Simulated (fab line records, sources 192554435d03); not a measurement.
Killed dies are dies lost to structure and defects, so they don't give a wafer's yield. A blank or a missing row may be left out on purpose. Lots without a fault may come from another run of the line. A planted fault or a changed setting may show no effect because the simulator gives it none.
fab line records | flow n5_finfet
record lots=9 wafers=26 last_day=19
route steps=1938 shown BEOL_M2@841 BEOL_M4@1111 PASSIVATION@1936
lots that met no fault: from a run of the same line without faults
start_h: hours from the record's first day to the start of the lot's first wafer shown | wait_h: hours since the lot's step before | " the same as in the row above | L1.1+2: a row that stands for several wafers | - no value, or no start given | * or withheld: withheld | < > ~ a bound
route shown NAME@n: a module of which the file shows steps, and the number in the route of the first | usual: mean/standard deviation of fault-free wafers | same: alike in all rows | chamber/n: place in a boat | sites: the reading at each site | _std_site: their standard deviation | _edge_site: outer sites' mean less inner sites' | radius_mm: how far each site lies from the wafer's centre | mask NAME#n: copy n | behind: the tool/chamber that last shaped the wafer | hold: why the lot was held/for how many hours/how that ended | device: the transistor (n, p or np) that didn't switch | end of line: the same wafers' tests at the end of the route | a step without rows: its recipe alone | killed: dies lost to structure and defects at the first sort, not the wafer's yield | map: a wafer's dies, x killed, . not, _ none there
set.NAME: the setting as run; set.NAME@STEP: as run at that earlier step | model.NAME: the simulator's own value behind a step, which no gauge read
steps of the route over a sample of lots; a table a step, a row a wafer
services: from which hour (start_h, from the record's first day; less than 0 if before it) a tool's chamber was out of use, for how many hours, and why
## steps
# step N5_BEOL_M2_ILD_DEP_00
# recipe material=SiOC target_thk_a=790 temp_c=350 precursor=DEMS/O2 pressure_torr=5 rf_w=500 time_s=15.3
# usual heater_power_outer_w=265/53 heater_power_w=486/69 showerhead_plenum_p_Torr=5.702/0.012 throttle_valve_pct=11.9/0.55
# columns lot.wafer tool chamber start_h wait_h heater_power_outer_w heater_power_w showerhead_plenum_p_Torr throttle_valve_pct
L415.1 pecvd-04 2 172.74 0.0 227 442 5.705 11.2
L415.4 " 0 " " 190 383 5.704 12.1
L415.5 " 2 " " 151 349 5.700 11.6
L416.1 pecvd-04 1 180.04 0.0 246 470 5.714 12.0
L416.3 " 2 " " 170 360 5.701 11.4
L416.6 " 1 " " 170 372 5.705 12.2
L417.3 pecvd-01 1 181.88 0.0 197 402 5.693 12.1
L417.5 " 0 " " 362 633 5.714 12.3
L417.6 " 2 " " 283 502 5.698 10.7
L418.3 pecvd-03 1 188.35 0.0 277 490 5.706 12.2
L418.5 " 1 " " 272 490 5.705 12.1
L418.6 " 0 " " 195 414 5.691 11.9
L419.2 pecvd-04 2 189.82 0.0 220 435 5.685 11.3
L419.3 " 0 " " 200 405 5.697 11.7
L419.4 " 1 " " 201 412 5.696 11.7
L423.4 pecvd-01 2 217.48 0.1 253 468 5.737 10.9
L423.5 " 0 " " 343 597 5.695 12.4
L429.3 pecvd-01 2 244.42 0.0 312 548 5.709 10.7
L429.4 " 2 " " 308 539 5.725 10.9
L429.6 " 0 " " 375 630 5.716 12.7
L430.1 pecvd-03 2 252.60 0.0 243 443 5.690 11.3
L430.2 " 1 " " 308 519 5.707 12.2
L430.5 " 1 " " 316 527 5.708 11.9
L431.1 pecvd-01 2 261.34 0.0 309 541 5.714 10.9
L431.4 " 2 " " 312 542 5.715 11.0
L431.5 " 1 " " 239 455 5.713 12.0
# step N5_BEOL_M2_ETCH_64
# recipe chemistry=N2/H2 target=SOC target_depth_a=750 overetch_a=225 mask_material=SiARC temp_c=40 time_s=121.9 ion_energy_ev=200 pressure_mtorr=30 source_w=840 bias_w=150 n2_flow_sccm=200 h2_flow_sccm=200
# usual drypump_motor_current_A=5.8/0.45 oes_product_au=0.57/0.053 rf_vpp_V=524.5/2.8 showerhead_plenum_p_Torr=2.57/0.098 throttle_valve_pct=17.91/0.25
# columns lot.wafer tool chamber start_h wait_h drypump_motor_current_A oes_product_au rf_hours_counter_h rf_vpp_V showerhead_plenum_p_Torr throttle_valve_pct
L415.1 rie_diel-02 2 175.83 0.0 6.5 0.63 65 528.0 2.70 17.76
L415.4 " 0 " " 5.8 0.53 241 519.8 2.39 17.77
L415.5 " 3 " " 4.9 0.54 - 522.9 2.53 17.95
L416.1 rie_diel-05 2 181.40 0.0 5.5 0.55 198 526.9 2.64 17.83
L416.3 " 1 " " 6.5 0.52 233 521.4 2.39 18.03
L416.6 " 0 " " 5.6 0.54 - 522.1 2.54 18.26
L417.3 rie_diel-05 3 182.64 0.0 6.1 0.57 164 524.6 2.53 17.83
L417.5 " 2 " " 5.5 0.56 - 525.8 2.64 17.83
L417.6 " 3 " " 6.1 0.57 - 523.3 2.53 17.82
L418.3 rie_diel-04 0 189.48 0.0 5.6 0.61 87 522.2 2.44 17.31
L418.5 " 0 " " 5.6 0.60 - 521.9 2.44 17.32
L418.6 " 1 " " 5.3 0.54 - 526.3 2.63 18.18
L419.2 rie_diel-02 0 192.87 0.0 5.8 0.53 247 521.3 2.38 17.75
L419.3 " 2 " " 6.4 0.63 71 529.2 2.70 17.76
L419.4 " 1 " " 5.8 0.55 205 527.6 2.64 18.08
L423.4 rie_diel-05 0 219.45 0.0 5.6 0.53 220 522.3 2.53 18.29
L423.5 " 0 " " 5.6 0.53 - 523.6 2.53 18.29
L429.3 rie_diel-02 2 247.33 0.0 6.4 0.61 91 529.2 2.69 17.80
L429.4 " 1 " " 5.8 0.54 224 525.9 2.63 18.11
L429.6 " 0 " " 5.8 0.72 - 529.0 2.70 17.38
L430.1 rie_diel-05 0 254.52 0.0 5.6 0.53 234 524.1 2.53 18.30
L430.2 " 2 " " 5.5 0.54 227 526.0 2.63 17.87
L430.5 " 3 " " 6.1 0.56 - 523.4 2.52 17.86
L431.1 rie_diel-05 0 264.53 0.0 5.6 0.52 237 521.7 2.52 18.32
L431.4 " 3 " " 6.1 0.55 196 523.2 2.51 17.88
L431.5 " 1 " " 6.5 0.72 - 527.3 2.70 17.66
# step N5_BEOL_M2_EXPOSE_25
# recipe mask_id=V1 na=0.33 source_shape=quasar sigma_inner=0.2 sigma_outer=0.8 polarization=unpolarized defocus_nm=5 dose_mj=63
# same sigma_inner=0.2
# columns lot.wafer tool chamber start_h wait_h mask
L415.1+4+5 euv_scanner-01 0 177.48 - V1#0
L416.1+3+6 euv_scanner-01 0 181.93 - V1#0
L417.3+5+6 euv_scanner-01 0 183.26 - V1#0
L418.3+5+6 euv_scanner-01 0 191.09 - V1#0
L419.2+3+4 euv_scanner-02 0 193.60 - V1#0
L423.4+5 euv_scanner-01 0 220.19 - V1#0
L429.3+4+6 euv_scanner-02 0 248.00 - V1#0
L430.1+2+5 euv_scanner-02 0 255.06 - V1#0
L431.1+4+5 euv_scanner-02 0 265.27 - V1#0
# step N5_BEOL_M2_CD_MEAS_28
# recipe target_cd_nm=26.2 landing_energy_ev=500 detector=se_inlens target_cd_y_nm=24.1 polarity=opening
# usual cd_nm=26.30/0.24
# columns lot.wafer tool chamber start_h wait_h cd_nm
L415.1 cd_sem-01 0 177.63 - 26.83
L415.4 " 0 " " 26.10
L415.5 " 0 " " 26.07
L416.1 cd_sem-01 0 182.07 - 26.28
L416.3 " 0 " " 26.20
L416.6 " 0 " " 26.15
L417.3 cd_sem-01 0 183.39 - 22.36
L417.5 " 0 " " 22.75
L417.6 " 0 " " 26.09
L418.3 cd_sem-03 0 191.22 - 22.75
L418.5 " 0 " " 22.93
L418.6 " 0 " " 26.50
L419.2 cd_sem-01 0 193.74 - 26.48
L419.3 " 0 " " 26.50
L419.4 " 0 " " 26.60
L423.4 cd_sem-03 0 220.31 - 26.49
L423.5 " 0 " " 22.41
L429.3 cd_sem-03 0 248.13 - 26.05
L429.4 " 0 " " 26.58
L429.6 " 0 " " 26.47
L430.1 cd_sem-03 0 255.20 - 26.19
L430.2 " 0 " " 26.53
L430.5 " 0 " " 26.05
L431.1 cd_sem-01 0 265.42 - 26.25
L431.4 " 0 " " 26.26
L431.5 " 0 " " 26.29
# step N5_BEOL_M2_ETCH_70
# recipe chemistry=N2/H2 target=SOC target_depth_a=800 overetch_a=240 mask_material=SiARC temp_c=40 time_s=130 ion_energy_ev=200 pressure_mtorr=30 source_w=840 bias_w=150 n2_flow_sccm=200 h2_flow_sccm=200
# usual drypump_motor_current_A=5.7/0.4 oes_product_au=0.54/0.042 rf_vpp_V=524.0/2.7 showerhead_plenum_p_Torr=2.55/0.098 throttle_valve_pct=17.92/0.3
# columns lot.wafer tool chamber start_h wait_h drypump_motor_current_A oes_product_au rf_hours_counter_h rf_vpp_V showerhead_plenum_p_Torr throttle_valve_pct
L415.1 rie_diel-04 2 180.74 0.0 6.0 0.55 191 521.0 2.44 17.88
L415.4 " 3 " " 5.7 0.51 214 526.7 2.64 18.25
L415.5 " 1 " " 5.3 0.53 - 525.5 2.63 18.19
L416.1 rie_diel-05 3 188.45 0.0 6.1 0.55 167 524.1 2.53 17.81
L416.3 " 2 " " 5.5 0.54 202 526.6 2.64 17.82
L416.6 " 2 " " 5.5 0.54 - 525.9 2.64 17.83
L417.3 rie_diel-04 1 192.86 0.0 5.3 0.53 215 525.2 2.63 18.18
L417.5 " 2 " " 6.1 0.54 - 520.1 2.43 17.88
L417.6 " 1 " " 5.3 0.52 - 526.5 2.63 18.18
L418.3 rie_diel-02 2 198.42 0.0 6.4 0.60 73 526.4 2.70 17.76
L418.5 " 2 " " 6.4 0.60 - 527.6 2.70 17.78
L418.6 " 3 " " 4.9 0.52 - 523.8 2.53 17.97
L419.2 rie_diel-02 1 201.67 0.0 5.8 0.53 208 526.1 2.64 18.07
L419.3 " 2 " " 6.4 0.61 74 527.8 2.69 17.76
L419.4 " 3 " " 4.9 0.52 222 523.1 2.53 17.98
L423.4 rie_diel-02 2 227.50 0.0 6.4 0.59 - 527.4 2.69 17.77
L423.5 " 1 " " 5.8 0.53 - 526.5 2.63 18.08
L429.3 rie_diel-04 2 270.83 0.0 6.1 0.53 221 521.1 2.42 17.92
L429.4 " 3 " " 5.7 0.50 244 524.4 2.63 18.33
L429.6 " 0 " " 5.6 0.56 - 519.9 2.43 17.37
L430.1 rie_diel-04 0 273.56 0.0 5.6 0.56 117 521.3 2.43 17.36
L430.2 " 3 " " 5.8 0.50 245 525.1 2.63 18.32
L430.5 " 1 " " 5.3 0.52 - 526.4 2.62 18.24
L431.1 rie_diel-05 0 284.25 0.0 5.6 0.51 243 522.9 2.52 18.32
L431.4 " 2 " " 5.5 0.52 238 525.9 2.63 17.88
L431.5 " 1 " " 6.5 0.67 - 528.9 2.70 17.67
# step N5_BEOL_M4_RC_MEAS_101
# usual DIBL_N=36.6/1.9 DIBL_P=36.7/2.2 IOFF_N=0.16/0.035 IOFF_P=0.22/0.038 ION_N=672/14 ION_P=462/8.3 SS_N=71.6/0.65 SS_P=73.5/0.72 VT_N=250/3.5 VT_P=-250/3.1
# columns lot.wafer tool chamber start_h wait_h DIBL_N[mV/V] DIBL_P[mV/V] IOFF_N[nA/um] IOFF_P[nA/um] ION_N[uA/um] ION_P[uA/um] SS_N[mV/dec] SS_P[mV/dec] VT_N[mV] VT_P[mV]
L415.1 prober-02 0 222.91 0.0 35.6 35.6 0.12 0.20 653 462 71.6 72.9 255 -250
L415.4 " 0 " " 37.4 37.6 0.16 0.22 651 448 72.3 73.5 252 -251
L415.5 " 0 " " 34.8 36.4 0.13 0.21 661 462 70.8 73.2 253 -248
L416.1 prober-02 0 226.45 0.0 35.9 36.8 0.17 0.24 691 476 71.0 73.7 249 -249
L416.3 " 0 " " 37.2 37.1 0.17 0.22 664 455 72.0 74.0 251 -249
L416.6 " 0 " " 36.9 37.2 0.16 0.23 670 462 72.5 74.4 252 -249
L417.6 prober-01 0 237.63 0.8 38.1 38.4 0.18 0.22 685 465 72.2 74.1 250 -254
L418.6 prober-01 0 239.23 0.8 35.3 35.5 0.13 0.20 674 465 71.0 73.5 251 -250
L419.2 prober-02 0 249.28 0.2 36.3 36.6 0.15 0.21 678 468 71.1 73.3 252 -252
L419.3 " 0 " " 37.3 38.0 0.16 0.23 659 459 71.4 74.0 250 -248
L419.4 " 0 " " 36.5 37.6 0.16 0.22 681 463 71.4 73.7 247 -250
L423.4 prober-01 0 272.38 0.5 35.5 35.2 0.13 0.18 650 451 71.8 73.1 252 -251
L429.3 prober-02 0 297.27 0.3 40.8 42.0 0.26 0.32 692 467 72.9 74.4 245 -245
L429.4 " 0 " " 35.1 35.6 0.14 0.21 663 457 71.1 73.1 251 -249
L429.6 " 0 " " 36.6 36.8 0.16 0.21 676 462 71.7 73.4 250 -251
L430.1 prober-01 0 319.10 0.0 37.4 38.4 0.16 0.22 678 468 71.0 74.4 251 -249
L430.2 " 0 " " 37.4 38.9 0.17 0.25 667 455 71.4 73.9 253 -247
L430.5 " 0 " " 38.9 38.7 0.18 0.24 654 452 72.4 74.9 254 -249
L431.1 prober-02 0 326.31 0.0 38.1 37.1 0.19 0.25 669 458 71.4 73.8 249 -248
L431.4 " 0 " " 35.2 34.2 0.14 0.19 680 466 71.2 72.6 251 -250
L431.5 " 0 " " 35.7 34.4 0.14 0.21 678 474 71.6 73.6 249 -248
# step N5_PASSIVATION_PROBE_49
# usual defect_limited_yield=91.6/1.4 killed_at_M0_to_M3=35/10 killed_at_M4_up=13/4.8 killed_at_contacts=12/7.2 killed_at_front_end=36/12 killed_at_other=4/3.1 killed_dies=100/17 killed_on_rim=13/4.2 killed_open=66/13 killed_short=32/7.3 sort_bin_5_function=5.0/0.94 sort_bin_6_memory=3.1/0.67 sort_n_pass=1080/17 sort_yield_pct=91.6/1.4
# same gross_dies=1180 killed_at_back_side=0 sort_bin_4_leakage[%]=0 sort_bin_8_speed[%]=0
# columns lot.wafer tool chamber start_h wait_h defect_limited_yield[%] killed_at_M0_to_M3 killed_at_M4_up killed_at_contacts killed_at_front_end killed_at_other killed_dies killed_on_rim killed_open killed_short sort_bin_5_function[%] sort_bin_6_memory[%] sort_n_pass sort_yield_pct[%]
L417.3 prober-01 - 356.88 0.1 0 1091 8 16 65 0 1180 152 83 37 5.8 4.0 0 0
L417.5 prober-01 - 356.98 0.2 0 1100 17 20 39 4 1180 152 76 24 5.1 3.0 0 0
L417.6 prober-01 - 357.03 0.3 91.8 33 19 8 31 6 97 10 68 29 5.7 2.5 1083 91.8
L418.3 prober-02 - 371.47 0.1 0 1103 16 12 48 1 1180 152 78 26 4.9 3.6 0 0
L418.5 prober-02 - 371.57 0.2 0 1094 20 10 50 6 1180 152 88 32 5.6 4.4 0 0
L418.6 prober-02 - 371.62 0.3 90.9 23 20 6 56 2 107 16 78 28 4.2 4.7 1073 90.9
L423.4 prober-01 - 389.16 0.2 92.3 26 11 15 32 7 91 9 55 36 4.1 3.0 1089 92.3
L423.5 prober-01 - 389.21 0.2 0 1124 18 7 24 7 1180 152 68 33 5.4 3.0 0 0
L430.1 prober-02 - 438.54 0.0 94.6 23 9 6 25 1 64 7 44 20 3.0 1.9 1116 94.6
L430.2 prober-02 - 438.59 0.1 93.5 35 10 11 19 2 77 15 49 28 3.4 2.6 1103 93.5
L430.5 prober-02 - 438.74 0.2 92.8 38 9 5 31 2 85 7 56 29 3.4 3.6 1095 92.8
# killed by level:class
L417.3 BEOL_M2:area_expose=1059 STI_FIN_REVEAL:geometric_particle:open=25 MOL_CONTACT_COAG:geometric_particle:open=13 FIN_SAQP:geometric_particle:open=12 BEOL_M0_SAQP:geometric_particle:short=9 BEOL_M0_SAQP:geometric_particle:open=8 BEOL_M3:geometric_particle:open=6 BEOL_M3:geometric_particle:short=6
L417.5 BEOL_M2:area_expose=1080 MOL_CONTACT_COAG:geometric_particle:open=16 STI_FIN_REVEAL:geometric_particle:open=13 BEOL_M4:geometric_particle:open=11 FIN_SAQP:geometric_particle:open=7 FIN_SAQP:geometric_particle:short=6 BEOL_M0_SAQP:geometric_particle:open=6 BEOL_M0_SAQP:geometric_particle:short=5
L417.6 STI_FIN_REVEAL:geometric_particle:open=10 BEOL_M0_SAQP:geometric_particle:short=10 BEOL_M4:geometric_particle:open=10 BEOL_M0_SAQP:geometric_particle:open=9 MOL_CONTACT_COAG:geometric_particle:open=7 FIN_SAQP:geometric_particle:open=5 BEOL_M3:geometric_particle:open=5 ILD0:geometric_particle:short=4
L418.3 BEOL_M2:area_expose=1076 STI_FIN_REVEAL:geometric_particle:open=17 MOL_CONTACT_COAG:geometric_particle:open=10 BEOL_M2:geometric_particle:open=7 BEOL_M4:geometric_particle:open=7 FIN_SAQP:geometric_particle:short=6 FIN_SAQP:geometric_particle:open=6 DUMMY_GATE:geometric_particle:open=4
L418.5 BEOL_M2:area_expose=1060 STI_FIN_REVEAL:geometric_particle:open=13 BEOL_M4:geometric_particle:open=12 DUMMY_GATE:geometric_particle:open=11 MOL_CONTACT_COAG:geometric_particle:open=9 BEOL_M1:geometric_particle:open=9 FIN_SAQP:geometric_particle:short=7 BEOL_M2:geometric_particle:short=6
L418.6 STI_FIN_REVEAL:geometric_particle:open=20 BEOL_M4:geometric_particle:open=14 BEOL_M2:geometric_particle:open=8 FIN_SAQP:geometric_particle:short=7 ILD0:geometric_particle:open=5 BEOL_M0_SAQP:geometric_particle:open=5 FIN_SAQP:geometric_particle:open=4 STI_FIN_REVEAL:geometric_particle:short=4
L423.4 MOL_CONTACT_COAG:geometric_particle:open=12 BEOL_M0_SAQP:geometric_particle:short=9 FIN_SAQP:geometric_particle:short=7 GATE_CUT:geometric_particle:open=7 BEOL_M1:geometric_particle:open=6 FIN_SAQP:geometric_particle:open=4 BEOL_M0_SAQP:geometric_particle:open=4 STI_FIN_REVEAL:geometric_particle:open=3
L423.5 BEOL_M2:area_expose=1077 BEOL_M0_SAQP:geometric_particle:open=14 BEOL_M0_SAQP:geometric_particle:short=10 FIN_SAQP:geometric_particle:short=8 BEOL_M1:geometric_particle:open=8 MOL_CONTACT_COAG:geometric_particle:open=6 STI_FIN_REVEAL:geometric_particle:open=5 BEOL_M2:geometric_particle:open=5
L430.1 FIN_SAQP:geometric_particle:open=7 FIN_SAQP:geometric_particle:short=6 BEOL_M1:geometric_particle:open=6 MOL_CONTACT_COAG:geometric_particle:open=5 BEOL_M0_SAQP:geometric_particle:open=5 BEOL_M0_SAQP:geometric_particle:short=4 BEOL_M3:geometric_particle:open=3 BEOL_M7:geometric_particle:open=3
L430.2 BEOL_M0_SAQP:geometric_particle:open=11 MOL_CONTACT_COAG:geometric_particle:open=9 FIN_SAQP:geometric_particle:short=5 BEOL_M0_SAQP:geometric_particle:short=5 BEOL_M3:geometric_particle:open=5 BEOL_M2:geometric_particle:open=4 BEOL_M5:geometric_particle:open=4 FIN_SAQP:geometric_particle:open=3
L430.5 BEOL_M0_SAQP:geometric_particle:open=12 BEOL_M2:geometric_particle:open=8 FIN_SAQP:geometric_particle:short=8 BEOL_M0_SAQP:geometric_particle:short=7 FIN_SAQP:geometric_particle:open=4 DUMMY_GATE:geometric_particle:open=4 BEOL_M1:geometric_particle:open=4 BEOL_M5:geometric_particle:open=4
## services
# columns tool chamber start_h hours kind
euv_scanner-02 - 164.78 1.0 pm
euv_scanner-02 - 176.37 1.6 repair
euv_scanner-02 - 185.36 4.6 pm
euv_scanner-01 - 189.96 1.0 pm
pecvd-03 - 193.06 0.3 repair
euv_scanner-01 - 196.49 12.0 pm
pecvd-01 - 200.24 6.0 pm
rie_diel-02 0 205.33 - clean
rie_diel-02 0 205.33 - consumable_replace:focus_ring
pecvd-04 0 207.47 14.5 repair
euv_scanner-02 - 220.93 1.0 pm
pecvd-03 0 226.34 12.3 repair
rie_diel-05 1 232.24 - clean
rie_diel-05 1 232.24 - consumable_replace:focus_ring
rie_diel-05 1 232.24 - consumable_replace:showerhead
rie_diel-05 1 232.24 23.2 scheduled_down
rie_diel-05 1 232.24 23.2 vent_cycle
rie_diel-02 1 236.01 1.8 repair
rie_diel-04 - 241.54 0.5 repair
euv_scanner-01 - 243.97 1.0 pm
euv_scanner-01 - 265.61 0.6 repair
rie_diel-02 - 268.92 2.8 pm
euv_scanner-02 - 277.08 1.0 pm
euv_scanner-01 - 282.41 4.6 pm
## key
first_sign step=N5_BEOL_M2_CD_MEAS_28 reading=cd_nm direction=down sigmas=15 usual=26.30 struck=22.64
effect step=N5_PASSIVATION_PROBE_49 reading=killed_at_M0_to_M3 direction=up sigmas=99+ usual=35 struck=1102
more_kills_born_at N5_BEOL_M2_EXPOSE_25@euv_scanner-01=5352
met_at N5_BEOL_M2_EXPOSE_25
struck_lots L417,L418,L423
struck_wafers L417.3,L417.5,L418.3,L418.5,L423.5
later_rows_left_out L417.3,L417.5,L418.3,L418.5,L423.5
not_acting_at N5_BEOL_M2_ILD_DEP_00,N5_BEOL_M2_ETCH_64,N5_BEOL_M2_ETCH_70
onset_between 181.93 183.26
fault kind=process_parameter_drift tool=euv_scanner-01 chamber=- onset_h=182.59 steps=N5_BEOL_M2_EXPOSE_25 channel=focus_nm offset=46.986 shape=step end_h=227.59 scope=struck_wafers_only
# later_rows_left_out: the simulator's readings of these wafers behind a module that went badly wrong aren't trusted and aren't shown, but for the sort
